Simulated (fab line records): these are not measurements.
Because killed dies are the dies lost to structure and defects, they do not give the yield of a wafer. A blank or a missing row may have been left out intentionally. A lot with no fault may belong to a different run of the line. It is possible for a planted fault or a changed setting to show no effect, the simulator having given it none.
Split-lot study ; flow n5-finfet ; 7 lots, 39 wafers read, on a route of 1938 steps

## SPLIT DETAILS
At N5_BEOL_M6_TRENCH_ETCH_37 (etches SiCOH lowk in C4F6/O2, target depth 94.435 nm, time 31.5 s), the setting time-s was moved away from the recipe's 31.5 s on 15 of the 39 wafers read, by -55.3% to +59.5%. This setting was run at the recipe's value on the other wafers.

## FROM THE SPLIT TO THE READING: what the file shows between them, 8 steps
- N5_BEOL_M6_ETCH_41: etches SiCN in CH3F/O2, target depth 29.7 nm, time 52 s
- N5_BEOL_M6_STRIP_80: strips in N2/H2, time 10 s
- N5_BEOL_M6_OCD_MEAS_38
- N5_BEOL_M6_HM_STRIP_39: strips TiN in peroxide tin strip, target depth 25 nm, time 158 s
- N5_BEOL_M6_SRD_40: time 30 s
- N5_BEOL_M6_ECD_50: material Cu, target thk 300 nm
- N5_BEOL_M6_ANNEAL_51: time 90 s
- N5_BEOL_M6_CMP_52: polishes, stops on SiCOH lowk, t overpolish 6.9 s, target thk 80 nm

## THE READING
M6_THK, in nm, at N5_BEOL_M6_THK_MEAS_53 (measures by xrf). A value of 78.8 nm with a standard deviation of 2.6 nm is what fault-free wafers of this fab line usually give.

wafer;tool, chamber at the split;time-s as run, s;against the recipe;M6_THK, nm;against lot-mates on the recipe
L074.1;rie-diel-05, 1;31.5;recipe;77.4;-
L074.2;rie-diel-05, 0;31.5;recipe;76.3;-
L074.3;rie-diel-05, 2;31.5;recipe;77.8;-
L074.4;rie-diel-05, 3;31.5;recipe;77.6;-
L074.5;rie-diel-05, 1;31.5;recipe;76.4;-
L074.6;rie-diel-05, 0;31.5;recipe;74.3;-
L075.2;rie-diel-05, 3;31.5;recipe;79.3;-
L075.4;rie-diel-05, 1;31.5;recipe;80.9;-
L075.6;rie-diel-05, 3;31.5;recipe;81.4;-
L083.1;rie-diel-05, 2;31.5;recipe;80.8;-
L083.2;rie-diel-05, 0;40.55;+28.7%;101.9;+23.3
L083.3;rie-diel-05, 1;40.55;+28.7%;101.2;+22.6
L083.4;rie-diel-05, 1;40.55;+28.7%;102.6;+24.0
L083.5;rie-diel-05, 0;31.5;recipe;75.3;-
L083.6;rie-diel-05, 2;31.5;recipe;79.7;-
L085.1;rie-diel-02, 0;50.23;+59.5%;135.8;+59.4
L085.2;rie-diel-02, 2;31.5;recipe;74.3;-
L085.3;rie-diel-02, 1;31.5;recipe;76.7;-
L085.4;rie-diel-02, 1;31.5;recipe;78.2;-
L085.5;rie-diel-02, 2;50.23;+59.5%;129.3;+52.9
L085.6;rie-diel-02, 0;50.23;+59.5%;134.4;+58.0
L086.1;rie-diel-05, 3;25.19;-20.0%;60.7;-15.4
L086.2;rie-diel-05, 1;31.5;recipe;75.3;-
L086.3;rie-diel-05, 0;31.5;recipe;77.2;-
L086.4;rie-diel-05, 2;25.19;-20.0%;60.9;-15.2
L086.5;rie-diel-05, 1;25.19;-20.0%;56.1;-20.0
L086.6;rie-diel-05, 0;31.5;recipe;75.9;-
L090.1;rie-diel-05, 0;25.63;-18.6%;58.8;-21.3
L090.2;rie-diel-05, 3;25.63;-18.6%;63.0;-17.1
L090.3;rie-diel-05, 1;31.5;recipe;77.7;-
L090.4;rie-diel-05, 2;31.5;recipe;83.3;-
L090.5;rie-diel-05, 2;25.63;-18.6%;65.0;-15.1
L090.6;rie-diel-05, 3;31.5;recipe;79.3;-
L089.1;rie-diel-01, 1;31.5;recipe;78.5;-
L089.2;rie-diel-01, 3;14.09;-55.3%;23.8;-56.3
L089.3;rie-diel-01, 2;14.09;-55.3%;26.6;-53.5
L089.4;rie-diel-01, 0;31.5;recipe;81.2;-
L089.5;rie-diel-01, 1;31.5;recipe;80.6;-
L089.6;rie-diel-01, 2;14.09;-55.3%;25.2;-54.9

THE FIT
A straight line over all 39 wafers: M6_THK changes by +0.925 nm for each +1% of time-s; r = +0.99; the points scatter about the line by 2.5 nm.
The same after taking each lot's own level away (the mean of its wafers on the recipe; 39 wafers): +0.949 nm for each +1%; r = +1.00; scatter 2.3 nm.
That fit puts the effect of the largest move of time-s on the reading at 56 nm.
Across the lots, their own levels run from 76.13 to 80.53 nm, a range of 1.7 times the standard deviation given above.
So the lot-to-lot level changes the slope little: the two slopes agree.
Check: with one of the wafers moved furthest among these (+59.5%) left out of the fit, the line predicts +55.4 nm for it against its lot-mates. Against them it came out at +59.4 nm.

## THE WHOLE CHAIN: every reading that the file lists as answering this split, in the file's order
step;what it does;reading;change (the file's fit);r (the file's)
N5_BEOL_M6_TRENCH_ETCH_37;etches SiCOH lowk in C4F6/O2, target depth 94.435 nm, time 31.5 s;BEOL_M6.feature-depth-nm (the simulator's own value, which no gauge read);+0.939 nm for each +1% of the setting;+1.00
N5_BEOL_M6_TRENCH_ETCH_37;etches SiCOH lowk in C4F6/O2, target depth 94.435 nm, time 31.5 s;etch.depth-nm (the simulator's own value, which no gauge read);+0.939 nm for each +1% of the setting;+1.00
N5_BEOL_M6_OCD_MEAS_38;;trench-depth-nm;+0.937 nm for each +1% of the setting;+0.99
N5_BEOL_M6_CMP_52;polishes, stops on SiCOH lowk, t overpolish 6.9 s, target thk 80 nm;Cu_of_BEOL_M6_ECD_50.thk-nm (the simulator's own value, which no gauge read);+0.957 nm for each +1% of the setting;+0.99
N5_BEOL_M6_THK_MEAS_53;measures by xrf;M6_THK;+0.949 for each +1% of the setting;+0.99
N5_BEOL_M6_RS_MEAS_57;measures by four-point-probe;M6_RS;not straight: 1.249 at the lowest setting, 0.294 at the recipe, 0.157 at the highest;not given

## THE FILE'S OWN FIT
M6_THK changes by +0.949 nm for each +1% of time-s, r = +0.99.
